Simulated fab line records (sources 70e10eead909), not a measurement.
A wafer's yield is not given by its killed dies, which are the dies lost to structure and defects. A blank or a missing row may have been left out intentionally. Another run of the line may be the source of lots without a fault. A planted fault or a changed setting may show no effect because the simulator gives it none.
Matching of chambers | flow nand-harc | NHARC_A_SGD_CUT_ETCHBACK_24 on rie-diel-08: 4 sister chambers
The step etches the open film in CH3F/O2, target depth 50 nm, time 92.857 s. 8 wafers are shown with their chamber, then 12 later ones without.

## EACH WAFER AND ITS CHAMBER
wafer  | chamber | showerhead-plenum-p-Torr (Torr) | drypump-motor-current-A (A)
L079.2 | 0       | 2.31                            | 4.8
L084.3 | 2       | 2.49                            | 5.0
L085.3 | 3       | 2.54                            | 5.7
L085.4 | 1       | 2.64                            | 4.9
L085.5 | 2       | 2.49                            | 5.0
L089.1 | 0       | 2.30                            | 4.8
L089.4 | 3       | 2.54                            | 5.8
L089.5 | 1       | 2.64                            | 4.9

## WAFERS WITHOUT THEIR CHAMBER
wafer  | showerhead-plenum-p-Torr (Torr) | drypump-motor-current-A (A)
L090.2 | 2.49                            | 5.0
L090.3 | 2.54                            | 5.7
L090.6 | 2.49                            | 5.0
L091.3 | 2.49                            | 5.0
L091.4 | 2.54                            | 5.7
L091.5 | 2.64                            | 4.9
L094.1 | 2.64                            | 4.9
L094.2 | 2.30                            | 4.8
L094.5 | 2.49                            | 5.0
L095.2 | 2.30                            | 4.8
L095.4 | 2.54                            | 5.7
L095.5 | 2.54                            | 5.7

## THE CHAMBER EACH PASSED THROUGH
wafer  | from the rows above | in truth
L090.2 | 2                   | 2
L090.3 | 3                   | 3
L090.6 | 2                   | 2
L091.3 | 2                   | 2
L091.4 | 3                   | 3
L091.5 | 1                   | 1
L094.1 | 1                   | 1
L094.2 | 0                   | 0
L094.5 | 2                   | 2
L095.2 | 0                   | 0
L095.4 | 3                   | 3
L095.5 | 3                   | 3
12 of 12 placed correctly. Left unplaced by these rows: 0. Placed wrongly: 0.
How it was worked out, from the rows above alone: a wafer's distance from a chamber is the root of the sum, over the readings, of the square of ((its reading less the chamber's mean) divided by the reading's scatter). The wafer belongs to the nearest chamber; if the next one is less than 2 further off, it can't be placed. The mean given for a chamber averages the wafers shown for that chamber. How the scatter is found: for the shown wafers, subtract from each reading the mean of its chamber, square and add these, divide the total by (wafers less chambers), then take the root.
